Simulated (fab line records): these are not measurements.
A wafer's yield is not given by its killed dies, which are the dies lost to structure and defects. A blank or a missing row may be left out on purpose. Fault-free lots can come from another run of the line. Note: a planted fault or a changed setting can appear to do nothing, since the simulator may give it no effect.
Chamber matching -- flow nandHarc -- 3 sister chambers for NHARC_A_M0_PRE_CLEAN_31 on pecvd-04
The step time 12 s. 3 wafers are shown with their chamber, then 8 later ones without.

WAFERS WITH THEIR CHAMBER
wafer,chamber,heaterPowerW (W)
L084.1,2,497
L084.2,1,583
L086.1,0,504

WAFERS WHOSE CHAMBER IS MISSING
wafer,heaterPowerW (W)
L086.2,553
L086.6,546
L091.2,680
L091.4,684
L091.6,490
L096.4,550
L096.5,578
L096.6,612

CHAMBER TAKEN BY EACH
wafer,from the rows above,in truth
L086.2,can't be placed: 1 or 0 or 2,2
L086.6,can't be placed: 1 or 0 or 2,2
L091.2,can't be placed: 1 or 0 or 2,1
L091.4,can't be placed: 1 or 0 or 2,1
L091.6,can't be placed: 2 or 0 or 1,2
L096.4,can't be placed: 1 or 0 or 2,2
L096.5,can't be placed: 1 or 0 or 2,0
L096.6,can't be placed: 1 or 0 or 2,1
Correct placement for 0 of the 8. From these rows, 8 cannot be placed; in 8 the true chamber is one of the candidates. Number placed wrongly: 0.
How it was worked out, from the rows above alone: a wafer's distance from a chamber is the root of the sum, over the readings, of the square of ((its reading less the chamber's mean) divided by the reading's scatter). If the next closest chamber is less than 2 further off than the closest, the wafer can't be placed; otherwise it belongs to the closest. For every chamber, the mean is computed from those of its wafers that are shown. The scatter (one wafer shown for each chamber): square how far every hidden wafer sits from the nearest shown wafer, average those squares and take the square root.
